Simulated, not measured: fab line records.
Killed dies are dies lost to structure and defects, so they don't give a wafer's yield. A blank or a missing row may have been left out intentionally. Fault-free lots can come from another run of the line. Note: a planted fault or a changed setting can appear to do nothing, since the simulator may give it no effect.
Matching of chambers :: flow n5Finfet :: rieDiel-04 running N5_BEOL_M0_SAQP_STRIP_75: 4 sister chambers
The step strips in CF4. 4 wafers are shown with their chamber, then 9 later ones without.

WAFERS PAIRED WITH THEIR CHAMBERS
wafer: L080.1
chamber: 3
drypumpMotorCurrentA (A): 6.0

wafer: L080.3
chamber: 0
drypumpMotorCurrentA (A): 5.1

wafer: L080.5
chamber: 2
drypumpMotorCurrentA (A): 6.3

wafer: L080.6
chamber: 1
drypumpMotorCurrentA (A): 5.0

WAFERS WITH NO CHAMBER GIVEN
wafer: L083.1
drypumpMotorCurrentA (A): 5.0

wafer: L083.2
drypumpMotorCurrentA (A): 6.1

wafer: L083.5
drypumpMotorCurrentA (A): 5.1

wafer: L086.1
drypumpMotorCurrentA (A): 6.1

wafer: L086.2
drypumpMotorCurrentA (A): 5.1

wafer: L086.3
drypumpMotorCurrentA (A): 5.0

wafer: L086.4
drypumpMotorCurrentA (A): 6.3

wafer: L086.5
drypumpMotorCurrentA (A): 6.1

wafer: L086.6
drypumpMotorCurrentA (A): 5.1

WHICH CHAMBER EACH WENT THROUGH
wafer: L083.1
from the rows above: can't be placed: 1 or 0
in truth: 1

wafer: L083.2
from the rows above: can't be placed: 3 or 2
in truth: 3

wafer: L083.5
from the rows above: can't be placed: 0 or 1
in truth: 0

wafer: L086.1
from the rows above: can't be placed: 3 or 2
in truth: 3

wafer: L086.2
from the rows above: can't be placed: 0 or 1
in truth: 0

wafer: L086.3
from the rows above: can't be placed: 1 or 0
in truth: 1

wafer: L086.4
from the rows above: 2
in truth: 2

wafer: L086.5
from the rows above: can't be placed: 3 or 2
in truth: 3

wafer: L086.6
from the rows above: can't be placed: 0 or 1
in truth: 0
1 of 9 placed correctly. Can't be placed from these rows: 8 (the true chamber is among the candidates in 8). Placed wrongly: 0.
How it was worked out, from the rows above alone: a wafer's distance from a chamber is the root of the sum, over the readings, of the square of ((its reading less the chamber's mean) divided by the reading's scatter). If the next closest chamber is less than 2 further off than the closest, the wafer can't be placed; otherwise it belongs to the closest. A chamber's mean is the mean of its shown wafers. The scatter (one wafer shown for each chamber): square how far every hidden wafer sits from the nearest shown wafer, average those squares and take the square root.
